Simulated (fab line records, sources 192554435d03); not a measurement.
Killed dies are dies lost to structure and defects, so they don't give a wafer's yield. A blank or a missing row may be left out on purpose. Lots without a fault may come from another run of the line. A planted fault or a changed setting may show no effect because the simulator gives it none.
Chamber matching | flow n5_finfet | N5_MOL_CONTACT_COAG_ETCH_91 on rie_diel-01: 4 sister chambers
The step etches SOC in N2/H2, target depth 60 nm, overetch 21 nm, time 101.2 s. 8 wafers are shown with their chamber, then 8 later ones without.

WAFERS WITH THEIR CHAMBER
wafer  | chamber | drypump_motor_current_A (A) | showerhead_plenum_p_Torr (Torr)
L075.2 | 3       | 6.2                         | 2.70
L076.1 | 2       | 4.8                         | 2.45
L082.2 | 0       | 5.8                         | 2.54
L082.6 | 1       | 5.1                         | 2.63
L083.1 | 3       | 6.2                         | 2.69
L083.2 | 0       | 5.8                         | 2.53
L083.4 | 2       | 4.8                         | 2.44
L087.2 | 1       | 5.0                         | 2.62

WAFERS WITHOUT THEIR CHAMBER
wafer  | drypump_motor_current_A (A) | showerhead_plenum_p_Torr (Torr)
L087.4 | 5.8                         | 2.53
L087.6 | 5.8                         | 2.53
L088.1 | 4.8                         | 2.44
L088.2 | 6.2                         | 2.68
L088.5 | 6.2                         | 2.68
L094.2 | 5.8                         | 2.52
L094.5 | 5.8                         | 2.52
L094.6 | 5.0                         | 2.62

WHICH CHAMBER EACH WENT THROUGH
wafer  | from the rows above | in truth
L087.4 | 0                   | 0
L087.6 | 0                   | 0
L088.1 | 2                   | 2
L088.2 | 3                   | 3
L088.5 | 3                   | 3
L094.2 | 0                   | 0
L094.5 | 0                   | 0
L094.6 | 1                   | 1
Placed correctly: 8 of 8. Can't be placed from these rows: 0. Placed wrongly: 0.
How it was worked out, from the rows above alone: a wafer's distance from a chamber is the root of the sum, over the readings, of the square of ((its reading less the chamber's mean) divided by the reading's scatter). The wafer belongs to the nearest chamber; if the next one is less than 2 further off, it can't be placed. A chamber's mean is the mean of its shown wafers. The scatter: the root of (the sum of the squares of (reading less its chamber's mean) over the shown wafers, divided by (wafers less chambers)).
